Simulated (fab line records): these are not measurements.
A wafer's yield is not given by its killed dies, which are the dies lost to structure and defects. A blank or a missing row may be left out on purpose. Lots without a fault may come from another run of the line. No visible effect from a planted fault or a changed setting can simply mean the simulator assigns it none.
fab line records + flow nand-harc + part 1 of 2: steps 1 to 4 of 6
record:
- lots: 22
- wafers: 66
- last-day: 33
route steps=1302 shown A_STAIRCASE@872 A_SGD_CUT@901 A_SLIT@933 A_CONTACT@1004
lots untouched by any fault: they come from a run of this same line in which no faults occurred
start-h: hours from the record's first day to the start of the lot's first wafer shown + wait-h: hours from the lot's prior step to this one + " identical to the entry in the row above + L1.1+2: a single row standing in for several wafers + - either no value or no given start + * or withheld: withheld + < > ~ a bound
route shown NAME@n: names a module that has steps shown in the file, with the first one's number in the route + usual: the fault-free wafers' mean and standard deviation + same: alike in all rows + chamber/n: place in a boat + sites: per-site readings + _std_site: the values' standard deviation + _edge_site: outer sites' mean less inner sites' + radius-mm: how far each site lies from the wafer's centre + mask NAME#n: copy n + behind: the tool/chamber that last shaped the wafer + hold: the reason the lot was held/the length of the hold in hours/how it ended + device: whichever transistor did not switch (one of n, p or np) + end of line: the tests these same wafers got at the end of their route + where a step has no rows: the recipe by itself + killed: the dies lost at the first sort to structure and to defects; this is not the yield of the wafer + map: dies across one wafer; x = killed, . = not, _ = none there
set.NAME: setting as actually run; set.NAME@STEP: the setting as run at that earlier step + model.NAME: the simulator's own value behind a step, which no gauge read
one table for each step of the route and one row for each wafer, over a sample of lots
services: from which hour (start-h, from the record's first day; less than 0 if before it) a tool's chamber was out of use, for how many hours, and why
== steps ==
step: NHARC_A_STAIRCASE_STRIP_446
recipe:
- power-w: 1500
- temp-c: 250
- chemistry: O2
usual:
- drypump-motor-current-A: 5.7/0.53
- heater-power-w: 361/39
| lot.wafer | tool            | chamber | start-h | wait-h | drypump-motor-current-A | heater-power-w | rf-hours-counter-h |
|-----------|-----------------|---------|---------|--------|-------------------------|----------------|--------------------|
| L074.1    | plasma-asher-02 | 1       | 445.96  | 0.1    | 5.4                     | 413            | 3                  |
| L074.3    | "               | 0       | "       | "      | 6.2                     | 367            | -                  |
| L074.6    | "               | 1       | "       | "      | 5.3                     | 401            | -                  |
| L077.4    | plasma-asher-02 | 1       | 455.74  | 0.1    | 5.3                     | 405            | -                  |
| L077.3    | "               | 0       | "       | "      | 6.2                     | 365            | -                  |
| L077.6    | "               | 0       | "       | "      | 6.2                     | 366            | -                  |
| L075.1    | plasma-asher-02 | 1       | 455.93  | 0.2    | 5.3                     | 407            | 7                  |
| L075.4    | "               | 0       | "       | "      | 6.2                     | 376            | -                  |
| L075.5    | "               | 1       | "       | "      | 5.3                     | 408            | -                  |
| L078.2    | plasma-asher-02 | 1       | 459.93  | 0.1    | 5.3                     | 402            | 9                  |
| L078.3    | "               | 1       | "       | "      | 5.3                     | 399            | -                  |
| L078.5    | "               | 1       | "       | "      | 5.3                     | 405            | -                  |
| L076.1    | plasma-asher-02 | 0       | 460.26  | 0.3    | 6.2                     | 367            | 9                  |
| L076.4    | "               | 1       | "       | "      | 5.3                     | 404            | -                  |
| L076.5    | "               | 0       | "       | "      | 6.2                     | 373            | -                  |
| L079.1    | plasma-asher-02 | 0       | 488.97  | 0.0    | 6.2                     | 352            | 15                 |
| L079.3    | "               | 0       | "       | "      | 6.2                     | 376            | -                  |
| L079.6    | "               | 1       | "       | "      | 5.3                     | 392            | -                  |
| L080.1    | plasma-asher-02 | 0       | 494.25  | 0.1    | 6.2                     | 367            | 16                 |
| L080.4    | "               | 0       | "       | "      | 6.2                     | 372            | -                  |
| L080.6    | "               | 1       | "       | "      | 5.3                     | 407            | -                  |
| L081.2    | plasma-asher-01 | 1       | 504.17  | 0.1    | 5.1                     | 305            | 28                 |
| L081.4    | "               | 0       | "       | "      | 6.3                     | 308            | -                  |
| L081.6    | "               | 1       | "       | "      | 5.1                     | 315            | -                  |
| L082.3    | plasma-asher-01 | 0       | 531.69  | 0.1    | 6.3                     | 318            | -                  |
| L082.4    | "               | 1       | "       | "      | 5.1                     | 315            | -                  |
| L082.6    | "               | 1       | "       | "      | 5.1                     | 312            | -                  |
| L085.1    | plasma-asher-02 | 1       | 540.56  | 0.0    | 5.3                     | 408            | 26                 |
| L085.2    | "               | 0       | "       | "      | 6.2                     | 362            | 26                 |
| L085.3    | "               | 0       | "       | "      | 6.2                     | 371            | -                  |
| L084.2    | plasma-asher-01 | 1       | 540.57  | 0.1    | 5.0                     | 320            | 3                  |
| L084.4    | "               | 0       | "       | "      | 6.3                     | 321            | -                  |
| L084.5    | "               | 0       | "       | "      | 6.3                     | 317            | -                  |
| L086.2    | plasma-asher-01 | 0       | 540.87  | 0.1    | 6.3                     | 307            | 3                  |
| L086.3    | "               | 1       | "       | "      | 5.1                     | 321            | -                  |
| L086.6    | "               | 0       | "       | "      | 6.3                     | 318            | -                  |
| L089.1    | plasma-asher-01 | 1       | 575.09  | 0.0    | 5.1                     | 313            | 9                  |
| L089.4    | "               | 1       | "       | "      | 5.0                     | 319            | -                  |
| L089.6    | "               | 1       | "       | "      | 5.1                     | 308            | -                  |
| L088.1    | plasma-asher-02 | 0       | 575.16  | 0.1    | 6.2                     | 363            | 33                 |
| L088.4    | "               | 1       | "       | "      | 5.3                     | 409            | -                  |
| L088.5    | "               | 0       | "       | "      | 6.2                     | 372            | -                  |
| L087.3    | plasma-asher-01 | 1       | 577.99  | 0.1    | 5.0                     | 311            | -                  |
| L087.4    | "               | 0       | "       | "      | 6.3                     | 320            | -                  |
| L087.6    | "               | 1       | "       | "      | 5.0                     | 323            | -                  |
| L091.2    | plasma-asher-02 | 1       | 596.26  | 0.1    | 5.3                     | 404            | 38                 |
| L091.3    | "               | 1       | "       | "      | 5.3                     | 394            | -                  |
| L091.6    | "               | 1       | "       | "      | 5.3                     | 414            | -                  |
| L090.1    | plasma-asher-02 | 1       | 617.06  | 0.0    | 5.3                     | 414            | 1                  |
| L090.6    | "               | 1       | "       | "      | 5.3                     | 412            | -                  |
| L090.5    | "               | 0       | "       | "      | 6.2                     | 379            | -                  |
| L093.3    | plasma-asher-02 | 0       | 619.97  | 0.1    | 6.3                     | 374            | -                  |
| L093.4    | "               | 1       | "       | "      | 5.3                     | 403            | -                  |
| L093.6    | "               | 1       | "       | "      | 5.3                     | 401            | -                  |
| L094.2    | plasma-asher-01 | 1       | 636.93  | 0.0    | 5.1                     | 315            | 23                 |
| L094.1    | "               | 0       | "       | "      | 6.3                     | 317            | 23                 |
| L094.4    | "               | 0       | "       | "      | 6.3                     | 323            | -                  |
| L095.2    | plasma-asher-02 | 0       | 644.18  | 0.0    | 6.2                     | 367            | 6                  |
| L095.3    | "               | 1       | "       | "      | 5.3                     | 406            | -                  |
| L095.6    | "               | 1       | "       | "      | 5.3                     | 408            | -                  |
| L096.2    | plasma-asher-01 | 0       | 658.14  | 0.2    | 6.3                     | 315            | 27                 |
| L096.4    | "               | 1       | "       | "      | 5.1                     | 316            | -                  |
| L096.5    | "               | 0       | "       | "      | 6.3                     | 319            | -                  |
| L097.2    | plasma-asher-01 | 0       | 661.29  | 0.0    | 6.3                     | 313            | 29                 |
| L097.4    | "               | 0       | "       | "      | 6.3                     | 313            | -                  |
| L097.5    | "               | 1       | "       | "      | 5.0                     | 308            | -                  |
step: NHARC_A_STAIRCASE_STRIP_475
recipe:
- time-s: 20
- o2-flow-sccm: 500
- ar-flow-sccm: 0
- bias-w: 0
- chemistry: O2
usual:
- chamber-pressure-mTorr: 60.00/0.053
- drypump-motor-current-A: 5.8/0.36
- mfc-ar-sccm: 0.013/0.013
- oes-product-au: 1.002/0.01
- rf-vpp-V: 57.9/0.87
- showerhead-plenum-p-Torr: 3.55/0.12
- throttle-valve-pct: 17.037/0.009
| lot.wafer | tool        | chamber | start-h | wait-h | chamber-pressure-mTorr | drypump-motor-current-A | mfc-ar-sccm | oes-product-au | rf-hours-counter-h | rf-vpp-V | showerhead-plenum-p-Torr | throttle-valve-pct |
|-----------|-------------|---------|---------|--------|------------------------|-------------------------|-------------|----------------|--------------------|----------|--------------------------|--------------------|
| L074.1    | rie-diel-02 | 1       | -       | -      | 59.95                  | 5.2                     | 0.014       | 0.983          | 11                 | 58.4     | 3.66                     | 17.030             |
| L074.3    | "           | 3       | "       | "      | 60.07                  | 5.7                     | 0.037       | 0.977          | 15                 | 56.6     | 3.55                     | 17.045             |
| L074.6    | "           | 1       | "       | "      | 60.03                  | 5.2                     | 0.014       | 0.980          | -                  | 58.7     | 3.66                     | 17.024             |
| L077.3    | rie-diel-13 | 0       | -       | -      | 60.12                  | 5.9                     | 0.024       | 0.993          | 41                 | 58.4     | 3.63                     | 17.037             |
| L077.4    | "           | 1       | "       | "      | 59.96                  | 6.0                     | 0.030       | 1.013          | 22                 | 58.8     | 3.61                     | 17.021             |
| L077.6    | "           | 2       | "       | "      | 60.04                  | 5.8                     | 0.020       | 0.999          | -                  | 57.4     | 3.40                     | 17.040             |
| L075.4    | rie-diel-13 | 0       | -       | -      | 59.98                  | 5.9                     | 0.024       | 0.992          | 41                 | 59.2     | 3.63                     | 17.048             |
| L075.1    | "           | 1       | "       | "      | 59.98                  | 5.9                     | 0.030       | 0.995          | 22                 | 58.3     | 3.61                     | 17.046             |
| L075.5    | "           | 2       | "       | "      | 59.97                  | 5.8                     | 0.020       | 1.011          | -                  | 58.2     | 3.40                     | 17.038             |
| L078.2    | rie-diel-13 | 0       | -       | -      | 60.06                  | 5.9                     | 0.024       | 0.983          | 43                 | 57.6     | 3.63                     | 17.034             |
| L078.3    | "           | 1       | "       | "      | 60.02                  | 5.9                     | 0.030       | 0.990          | 24                 | 57.7     | 3.61                     | 17.045             |
| L078.5    | "           | 3       | "       | "      | 59.95                  | 5.9                     | 0           | 1.005          | -                  | 58.8     | 3.54                     | 17.040             |
| L076.4    | rie-diel-13 | 3       | -       | -      | 60.01                  | 5.9                     | 0           | 1.004          | 45                 | 56.9     | 3.54                     | 17.047             |
| L076.1    | "           | 2       | "       | "      | 59.91                  | 5.8                     | 0.020       | 1.018          | 40                 | 58.1     | 3.40                     | 17.045             |
| L076.5    | "           | 0       | "       | "      | 60.04                  | 5.9                     | 0.024       | 0.995          | -                  | 57.9     | 3.63                     | 17.037             |
| L079.1    | rie-diel-09 | 1       | -       | -      | 60.00                  | 5.5                     | 0           | 1.011          | 55                 | 57.0     | 3.56                     | 17.036             |
| L079.3    | "           | 0       | "       | "      | 60.00                  | 6.3                     | 0.019       | 0.998          | 54                 | 59.6     | 3.74                     | 17.043             |
| L079.6    | "           | 2       | "       | "      | 59.94                  | 6.3                     | 0           | 1.011          | -                  | 58.8     | 3.65                     | 17.041             |
| L080.4    | rie-diel-09 | 1       | -       | -      | 60.00                  | 5.5                     | 0           | 0.998          | 56                 | 60.0     | 3.55                     | 17.037             |
| L080.1    | "           | 0       | "       | "      | 60.07                  | 6.2                     | 0.019       | 1.002          | 56                 | 57.4     | 3.74                     | 17.046             |
| L080.6    | "           | 2       | "       | "      | 59.99                  | 6.4                     | 0           | 1.004          | -                  | 59.3     | 3.65                     | 17.055             |
| L081.4    | rie-diel-02 | 1       | -       | -      | 59.99                  | 5.2                     | 0.014       | 0.975          | 28                 | 57.3     | 3.65                     | 17.034             |
| L081.2    | "           | 2       | "       | "      | 60.02                  | 5.6                     | 0           | 1.014          | 33                 | 59.1     | 3.79                     | 17.046             |
| L081.6    | "           | 1       | "       | "      | 60.04                  | 5.2                     | 0.014       | 0.981          | -                  | 57.4     | 3.65                     | 17.029             |
| L082.3    | rie-diel-09 | 3       | -       | -      | 60.07                  | 5.0                     | 0           | 1.007          | 8                  | 56.8     | 3.37                     | 17.027             |
| L082.4    | "           | 0       | "       | "      | 59.94                  | 6.2                     | 0.019       | 0.980          | 8                  | 58.7     | 3.74                     | 17.041             |
| L082.6    | "           | 2       | "       | "      | 59.98                  | 6.3                     | 0           | 1.009          | -                  | 58.5     | 3.64                     | 17.054             |
| L084.2    | rie-diel-09 | 3       | -       | -      | 59.98                  | 5.0                     | 0           | 1.007          | 12                 | 58.6     | 3.37                     | 17.053             |
| L084.4    | "           | 1       | "       | "      | 59.96                  | 5.5                     | 0           | 1.000          | 12                 | 58.0     | 3.55                     | 17.040             |
| L084.5    | "           | 0       | "       | "      | 59.87                  | 6.2                     | 0.019       | 0.982          | -                  | 59.1     | 3.74                     | 17.035             |
| L085.3    | rie-diel-13 | 3       | -       | -      | 60.04                  | 5.9                     | 0           | 1.009          | 10                 | 56.8     | 3.52                     | 17.035             |
| L085.2    | "           | 1       | "       | "      | 59.98                  | 5.9                     | 0.030       | 1.013          | 7                  | 55.8     | 3.60                     | 17.036             |
| L085.1    | "           | 2       | "       | "      | 60.06                  | 5.8                     | 0.020       | 1.007          | 7                  | 56.2     | 3.38                     | 17.055             |
| L086.2    | rie-diel-13 | 0       | -       | -      | 60.08                  | 5.9                     | 0.024       | 1.006          | 9                  | 58.2     | 3.61                     | 17.041             |
| L086.3    | "           | 1       | "       | "      | 60.10                  | 6.0                     | 0.030       | 1.006          | 7                  | 58.3     | 3.60                     | 17.047             |
| L086.6    | "           | 1       | "       | "      | 59.99                  | 5.9                     | 0.030       | 1.013          | -                  | 57.9     | 3.60                     | 17.031             |
| L089.4    | rie-diel-09 | 3       | -       | -      | 60.00                  | 5.0                     | 0           | 1.006          | 24                 | 57.3     | 3.36                     | 17.013             |
| L089.1    | "           | 0       | "       | "      | 59.94                  | 6.2                     | 0.019       | 0.991          | 21                 | 57.3     | 3.73                     | 17.024             |
| L089.6    | "           | 3       | "       | "      | 59.90                  | 5.0                     | 0           | 1.009          | -                  | 57.2     | 3.36                     | 17.039             |
| L088.4    | rie-diel-13 | 2       | -       | -      | 60.00                  | 5.8                     | 0.020       | 1.008          | 19                 | 57.6     | 3.38                     | 17.029             |
| L088.1    | "           | 1       | "       | "      | 59.97                  | 5.9                     | 0.030       | 1.007          | 16                 | 58.0     | 3.59                     | 17.036             |
| L088.5    | "           | 2       | "       | "      | 60.05                  | 5.8                     | 0.020       | 1.008          | -                  | 56.9     | 3.38                     | 17.036             |
| L087.4    | rie-diel-13 | 2       | -       | -      | 59.95                  | 5.8                     | 0.020       | 1.007          | 20                 | 56.2     | 3.38                     | 17.038             |
| L087.3    | "           | 3       | "       | "      | 60.06                  | 5.9                     | 0           | 1.006          | 23                 | 58.8     | 3.52                     | 17.034             |
| L087.6    | "           | 2       | "       | "      | 60.06                  | 5.8                     | 0.020       | 1.015          | -                  | 56.9     | 3.38                     | 17.028             |
| L091.2    | rie-diel-09 | 0       | -       | -      | 59.99                  | 6.2                     | 0.019       | 0.995          | 27                 | 60.1     | 3.73                     | 17.020             |
| L091.3    | "           | 1       | "       | "      | 59.95                  | 5.5                     | 0           | 1.016          | 31                 | 57.8     | 3.54                     | 17.031             |
| L091.6    | "           | 3       | "       | "      | 59.99                  | 5.0                     | 0           | 0.996          | -                  | 57.2     | 3.36                     | 17.037             |
| L090.1    | rie-diel-13 | 3       | -       | -      | 59.90                  | 6.0                     | 0           | 1.002          | 36                 | 58.0     | 3.51                     | 17.040             |
| L090.5    | "           | 0       | "       | "      | 60.02                  | 5.9                     | 0.024       | 0.996          | -                  | 58.5     | 3.60                     | 17.030             |
| L090.6    | "           | 1       | "       | "      | 59.95                  | 5.9                     | 0.030       | 0.994          | -                  | 58.2     | 3.58                     | 17.046             |
| L093.3    | rie-diel-09 | 0       | -       | -      | 60.00                  | 6.2                     | 0.019       | 0.985          | 34                 | 57.6     | 3.72                     | 17.038             |
| L093.4    | "           | 2       | "       | "      | 59.92                  | 6.4                     | 0           | 1.019          | 38                 | 57.8     | 3.63                     | 17.035             |
| L093.6    | "           | 3       | "       | "      | 59.98                  | 5.0                     | 0           | 1.001          | -                  | 58.4     | 3.36                     | 17.027             |
| L094.2    | rie-diel-13 | 1       | -       | -      | 59.99                  | 5.9                     | 0.030       | 1.005          | 30                 | 56.5     | 3.58                     | 17.040             |
| L094.1    | "           | 2       | "       | "      | 59.96                  | 5.8                     | 0.020       | 1.012          | 34                 | 57.4     | 3.37                     | 17.042             |
| L094.4    | "           | 3       | "       | "      | 59.92                  | 6.0                     | 0           | 1.018          | 39                 | 56.1     | 3.51                     | 17.027             |
| L095.3    | rie-diel-02 | 2       | -       | -      | 59.98                  | 5.6                     | 0           | 1.018          | 23                 | 58.5     | 3.76                     | 17.030             |
| L095.2    | "           | 1       | "       | "      | 59.96                  | 5.2                     | 0.014       | 1.001          | 23                 | 58.4     | 3.62                     | 17.037             |
| L095.6    | "           | 2       | "       | "      | 60.04                  | 5.7                     | 0           | 1.017          | -                  | 58.9     | 3.76                     | 17.035             |
| L096.4    | rie-diel-13 | 3       | -       | -      | 60.01                  | 5.9                     | 0           | 1.013          | 45                 | 56.7     | 3.50                     | 17.041             |
| L096.2    | "           | 1       | "       | "      | 59.97                  | 5.9                     | 0.030       | 1.006          | 37                 | 58.3     | 3.58                     | 17.028             |
| L096.5    | "           | 3       | "       | "      | 60.00                  | 5.9                     | 0           | 1.016          | -                  | 59.0     | 3.50                     | 17.040             |
| L097.4    | rie-diel-13 | 1       | -       | -      | 59.92                  | 5.9                     | 0.030       | 1.007          | 37                 | 58.6     | 3.58                     | 17.050             |
| L097.2    | "           | 2       | "       | "      | 59.93                  | 5.8                     | 0.020       | 1.010          | 40                 | 58.8     | 3.36                     | 17.045             |
| L097.5    | "           | 1       | "       | "      | 59.86                  | 5.9                     | 0.030       | 1.000          | -                  | 58.3     | 3.58                     | 17.065             |
step: NHARC_A_SGD_CUT_CD_MEAS_09
recipe:
- target-cd-nm: 100
- landing-energy-ev: 500
usual:
- cd-nm: 99.9/0.52
| lot.wafer | tool      | chamber | start-h | wait-h | cd-nm |
|-----------|-----------|---------|---------|--------|-------|
| L074.1    | cd-sem-03 | 0       | 449.40  | -      | 99.5  |
| L074.3    | "         | 0       | "       | "      | 99.6  |
| L074.6    | "         | 0       | "       | "      | 100.0 |
| L077.3    | cd-sem-01 | 0       | 459.24  | -      | 99.9  |
| L077.4    | "         | 0       | "       | "      | 99.4  |
| L077.6    | "         | 0       | "       | "      | 99.3  |
| L075.1    | cd-sem-02 | 0       | 459.46  | -      | 99.7  |
| L075.4    | "         | 0       | "       | "      | 100.7 |
| L075.5    | "         | 0       | "       | "      | 100.2 |
| L078.2    | cd-sem-03 | 0       | 463.31  | -      | 99.2  |
| L078.3    | "         | 0       | "       | "      | 99.4  |
| L078.5    | "         | 0       | "       | "      | 99.4  |
| L076.1    | cd-sem-03 | 0       | 463.59  | -      | 99.5  |
| L076.4    | "         | 0       | "       | "      | 100.4 |
| L076.5    | "         | 0       | "       | "      | 100.1 |
| L079.1    | cd-sem-02 | 0       | 492.35  | -      | 99.7  |
| L079.3    | "         | 0       | "       | "      | 100.1 |
| L079.6    | "         | 0       | "       | "      | 99.4  |
| L080.1    | cd-sem-03 | 0       | 497.59  | -      | 99.7  |
| L080.4    | "         | 0       | "       | "      | 100.3 |
| L080.6    | "         | 0       | "       | "      | 100.2 |
| L081.2    | cd-sem-03 | 0       | 507.41  | -      | 99.6  |
| L081.4    | "         | 0       | "       | "      | 99.2  |
| L081.6    | "         | 0       | "       | "      | 100.3 |
| L082.3    | cd-sem-03 | 0       | 534.98  | -      | 99.9  |
| L082.4    | "         | 0       | "       | "      | 100.3 |
| L082.6    | "         | 0       | "       | "      | 100.4 |
| L084.2    | cd-sem-03 | 0       | 544.02  | -      | 99.6  |
| L084.4    | "         | 0       | "       | "      | 100.5 |
| L084.5    | "         | 0       | "       | "      | 100.0 |
| L085.1    | cd-sem-03 | 0       | 544.17  | -      | 100.3 |
| L085.2    | "         | 0       | "       | "      | 99.9  |
| L085.3    | "         | 0       | "       | "      | 100.5 |
| L086.2    | cd-sem-03 | 0       | 544.32  | -      | 100.4 |
| L086.3    | "         | 0       | "       | "      | 99.4  |
| L086.6    | "         | 0       | "       | "      | 100.8 |
| L089.1    | cd-sem-03 | 0       | 578.42  | -      | 99.3  |
| L089.4    | "         | 0       | "       | "      | 98.8  |
| L089.6    | "         | 0       | "       | "      | 99.9  |
| L088.1    | cd-sem-01 | 0       | 578.97  | -      | 99.9  |
| L088.4    | "         | 0       | "       | "      | 100.7 |
| L088.5    | "         | 0       | "       | "      | 99.7  |
| L087.3    | cd-sem-02 | 0       | 581.28  | -      | 99.6  |
| L087.4    | "         | 0       | "       | "      | 99.1  |
| L087.6    | "         | 0       | "       | "      | 99.3  |
| L091.2    | cd-sem-01 | 0       | 599.62  | -      | 99.1  |
| L091.3    | "         | 0       | "       | "      | 99.6  |
| L091.6    | "         | 0       | "       | "      | 99.6  |
| L090.1    | cd-sem-03 | 0       | 620.34  | -      | 100.3 |
| L090.5    | "         | 0       | "       | "      | 100.0 |
| L090.6    | "         | 0       | "       | "      | 101.0 |
| L093.3    | cd-sem-02 | 0       | 623.28  | -      | 100.3 |
| L093.4    | "         | 0       | "       | "      | 99.9  |
| L093.6    | "         | 0       | "       | "      | 99.6  |
| L094.1    | cd-sem-02 | 0       | 640.31  | -      | 99.9  |
| L094.2    | "         | 0       | "       | "      | 100.1 |
| L094.4    | "         | 0       | "       | "      | 99.1  |
| L095.2    | cd-sem-01 | 0       | 647.53  | -      | 100.1 |
| L095.3    | "         | 0       | "       | "      | 100.4 |
| L095.6    | "         | 0       | "       | "      | 100.1 |
| L096.2    | cd-sem-03 | 0       | 661.47  | -      | 101.0 |
| L096.4    | "         | 0       | "       | "      | 100.3 |
| L096.5    | "         | 0       | "       | "      | 100.7 |
| L097.2    | cd-sem-02 | 0       | 664.67  | -      | 99.5  |
| L097.4    | "         | 0       | "       | "      | 99.6  |
| L097.5    | "         | 0       | "       | "      | 99.8  |
step: NHARC_A_SLIT_CD_MEAS_09
recipe:
- target-cd-nm: 300
- landing-energy-ev: 500
usual:
- cd-nm: 300.0/0.54
| lot.wafer | tool      | chamber | start-h | wait-h | cd-nm |
|-----------|-----------|---------|---------|--------|-------|
| L074.1    | cd-sem-01 | 0       | 461.58  | -      | 300.3 |
| L074.3    | "         | 0       | "       | "      | 299.9 |
| L074.6    | "         | 0       | "       | "      | 300.6 |
| L077.3    | cd-sem-02 | 0       | 474.78  | -      | 301.3 |
| L077.4    | "         | 0       | "       | "      | 300.3 |
| L077.6    | "         | 0       | "       | "      | 300.5 |
| L076.1    | cd-sem-01 | 0       | 474.93  | -      | 299.4 |
| L076.4    | "         | 0       | "       | "      | 299.6 |
| L076.5    | "         | 0       | "       | "      | 300.1 |
| L075.1    | cd-sem-01 | 0       | 475.31  | -      | 299.8 |
| L075.4    | "         | 0       | "       | "      | 299.3 |
| L075.5    | "         | 0       | "       | "      | 300.0 |
| L078.2    | cd-sem-03 | 0       | 478.52  | -      | 299.0 |
| L078.3    | "         | 0       | "       | "      | 300.3 |
| L078.5    | "         | 0       | "       | "      | 300.9 |
| L079.1    | cd-sem-01 | 0       | 507.50  | -      | 300.3 |
| L079.3    | "         | 0       | "       | "      | 300.3 |
| L079.6    | "         | 0       | "       | "      | 300.9 |
| L080.1    | cd-sem-03 | 0       | 507.74  | -      | 300.7 |
| L080.4    | "         | 0       | "       | "      | 300.2 |
| L080.6    | "         | 0       | "       | "      | 300.4 |
| L081.2    | cd-sem-01 | 0       | 521.36  | -      | 299.7 |
| L081.4    | "         | 0       | "       | "      | 299.2 |
| L081.6    | "         | 0       | "       | "      | 299.5 |
| L082.3    | cd-sem-03 | 0       | 546.67  | -      | 300.1 |
| L082.4    | "         | 0       | "       | "      | 300.1 |
| L082.6    | "         | 0       | "       | "      | 300.5 |
| L085.1    | cd-sem-03 | 0       | 556.55  | -      | 300.2 |
| L085.2    | "         | 0       | "       | "      | 300.1 |
| L085.3    | "         | 0       | "       | "      | 299.7 |
| L086.2    | cd-sem-01 | 0       | 557.20  | -      | 299.4 |
| L086.3    | "         | 0       | "       | "      | 299.8 |
| L086.6    | "         | 0       | "       | "      | 299.7 |
| L084.2    | cd-sem-01 | 0       | 560.32  | -      | 299.8 |
| L084.4    | "         | 0       | "       | "      | 299.9 |
| L084.5    | "         | 0       | "       | "      | 299.5 |
| L089.1    | cd-sem-01 | 0       | 592.26  | -      | 299.4 |
| L089.4    | "         | 0       | "       | "      | 299.7 |
| L089.6    | "         | 0       | "       | "      | 299.0 |
| L087.3    | cd-sem-03 | 0       | 592.42  | -      | 299.3 |
| L087.4    | "         | 0       | "       | "      | 300.0 |
| L087.6    | "         | 0       | "       | "      | 299.7 |
| L088.1    | cd-sem-01 | 0       | 592.56  | -      | 300.5 |
| L088.4    | "         | 0       | "       | "      | 300.0 |
| L088.5    | "         | 0       | "       | "      | 299.6 |
| L091.2    | cd-sem-02 | 0       | 614.57  | -      | 299.9 |
| L091.3    | "         | 0       | "       | "      | 299.2 |
| L091.6    | "         | 0       | "       | "      | 299.4 |
| L093.3    | cd-sem-03 | 0       | 635.97  | -      | 300.5 |
| L093.4    | "         | 0       | "       | "      | 300.9 |
| L093.6    | "         | 0       | "       | "      | 300.4 |
| L090.1    | cd-sem-03 | 0       | 636.21  | -      | 300.0 |
| L090.5    | "         | 0       | "       | "      | 299.8 |
| L090.6    | "         | 0       | "       | "      | 299.0 |
| L094.1    | cd-sem-01 | 0       | 651.90  | -      | 300.6 |
| L094.2    | "         | 0       | "       | "      | 301.1 |
| L094.4    | "         | 0       | "       | "      | 300.2 |
| L095.2    | cd-sem-02 | 0       | 659.14  | -      | 300.8 |
| L095.3    | "         | 0       | "       | "      | 300.3 |
| L095.6    | "         | 0       | "       | "      | 300.9 |
| L096.2    | cd-sem-01 | 0       | 680.91  | -      | 300.5 |
| L096.4    | "         | 0       | "       | "      | 299.9 |
| L096.5    | "         | 0       | "       | "      | 300.5 |
| L097.2    | cd-sem-01 | 0       | 681.23  | -      | 300.2 |
| L097.4    | "         | 0       | "       | "      | 300.0 |
| L097.5    | "         | 0       | "       | "      | 299.2 |
